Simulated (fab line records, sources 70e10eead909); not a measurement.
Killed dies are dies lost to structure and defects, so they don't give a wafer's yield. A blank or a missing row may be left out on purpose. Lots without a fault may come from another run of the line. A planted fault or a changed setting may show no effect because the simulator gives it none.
Chamber matching | flow nand_harc | NHARC_A_M0_CMP_23 on cmp-04: 4 sister chambers
The step polishes, t overpolish 20 s, target thk 113.75 nm. 4 wafers are shown with their chamber, then 8 later ones without.

WAFERS WITH THEIR CHAMBER
wafer  | chamber | motor_current_A (A)
L076.3 | 0       | 10.4
L081.1 | 1       | 11.7
L081.6 | 3       | 10.3
L082.2 | 2       | 13.4

WAFERS WITHOUT THEIR CHAMBER
wafer  | motor_current_A (A)
L082.4 | 12.2
L082.6 | 12.6
L089.2 | 12.1
L089.4 | 13.7
L089.6 | 10.5
L094.1 | 10.0
L094.2 | 10.4
L094.3 | 11.9

WHICH CHAMBER EACH WENT THROUGH
wafer  | from the rows above     | in truth
L082.4 | can't be placed: 1 or 2 | 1
L082.6 | can't be placed: 2 or 1 | 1
L089.2 | 1                       | 1
L089.4 | 2                       | 2
L089.6 | can't be placed: 0 or 3 | 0
L094.1 | can't be placed: 3 or 0 | 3
L094.2 | can't be placed: 0 or 3 | 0
L094.3 | 1                       | 1
Placed correctly: 3 of 8. Can't be placed from these rows: 5 (the true chamber is among the candidates in 5). Placed wrongly: 0.
How it was worked out, from the rows above alone: a wafer's distance from a chamber is the root of the sum, over the readings, of the square of ((its reading less the chamber's mean) divided by the reading's scatter). The wafer belongs to the nearest chamber; if the next one is less than 2 further off, it can't be placed. A chamber's mean is the mean of its shown wafers. The scatter: with one shown wafer a chamber, the root of the mean of the squares of how far each hidden wafer lies from its nearest shown one.
